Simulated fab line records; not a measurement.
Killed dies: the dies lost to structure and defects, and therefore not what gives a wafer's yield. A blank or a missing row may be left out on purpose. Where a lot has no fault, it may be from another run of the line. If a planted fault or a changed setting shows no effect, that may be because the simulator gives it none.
8D (eight disciplines) problem report, filled in by code    flow n5 finfet    the parts of the form that need people (team, actions taken, sign-off) are left out

== 1. PROBLEM STATEMENT ==
At N5_BEOL_M11_ILD_DEP_00, susceptor temp C averages 307.46 C over 2 wafers from 2 lots, while fault-free wafers read 300.00 C, standard deviation 0.19. Measured from the usual mean, that is +39 standard deviations.
The step: deposits SiCOH lowk from DEMS/porogen, target thk 308.51 nm, time 58 s.
Earliest sighting: wafer L819.4 on pecvd-01 at day 14 08:31. The record has a number at this step for 32 wafers belonging to 12 lots. Rule for "out" (also "out of limits"): further than 4 standard deviations from the usual mean. The rest of the wafers with a number are treated as sound.

== 2. WHAT IT IS, AND WHAT IT ISN'T ==
question                     is                      is not
which readings at this step  susceptor temp C        heater power w, showerhead plenum p Torr, throttle valve pct
which lots                   L819, L821              L806, L808, L811, L814, L816, L817, L818, L823, L825, L826
which wafers of those lots   all that have a number  -
read on which tools          pecvd-01                pecvd-02, pecvd-04
when                         from day 14 08:31       up to then (21 sound wafers); but 9 sound wafers of L823, L825, L826 came after

== 3. WHAT RULES OUT EACH SUSPECT ==
Counting: any tool at a process step up to the reading is kept as a suspect provided that every lot that is out went through it and no sound lot did after the first of them.
- pecvd-01 at N5_BEOL_M11_ILD_DEP_00 (deposits SiCOH lowk from DEMS/porogen, target thk 308.51 nm, time 58 s): kept. It processed each lot that is out, first L819 at day 14 08:31, and no sound lot thereafter; up to then, the last sound lot it processed was L817 at day 13 06:11. Its own readings are out on those wafers: susceptor temp C.
Left after counting: pecvd-01 at N5_BEOL_M11_ILD_DEP_00.

== 4. THE CAUSE (what the simulator had put in) ==
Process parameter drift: pecvd-01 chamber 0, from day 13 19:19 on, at N5_BEOL_M11_ILD_DEP_00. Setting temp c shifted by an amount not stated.
Only this tool survived the counting.

== 5. SEQUENCE OF EFFECTS, ordered by route ==
Each row: a reading where the mean over the struck wafers with a number is more than 3 standard deviations away from the usual. Only readings for which the record gives a usual standard deviation are gone through. hours: the time from each lot's start at the first step in this table that gives one to its start at this step, as a median over the lots. sigmas: the change in usual standard deviations.
hours  step                    reading           usual     on struck wafers  change  sigmas
0      N5_BEOL_M11_ILD_DEP_00  susceptor temp C  300.00 C  307.46            +7.46   +39
Here are the process steps it includes:
- N5_BEOL_M11_ILD_DEP_00: deposits SiCOH lowk from DEMS/porogen, target thk 308.51 nm, time 58 s.
Later measuring or inspecting steps at which every struck wafer that the step has a row for has a number for every such reading, and none has moved that far: N5_BEOL_M11_THK_MEAS_01.

== 6. WHAT WOULD HAVE CAUGHT IT SOONER ==
The fault began at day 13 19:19; the first out-of-limits reading in this record came at day 14 08:31, 13 hours later.
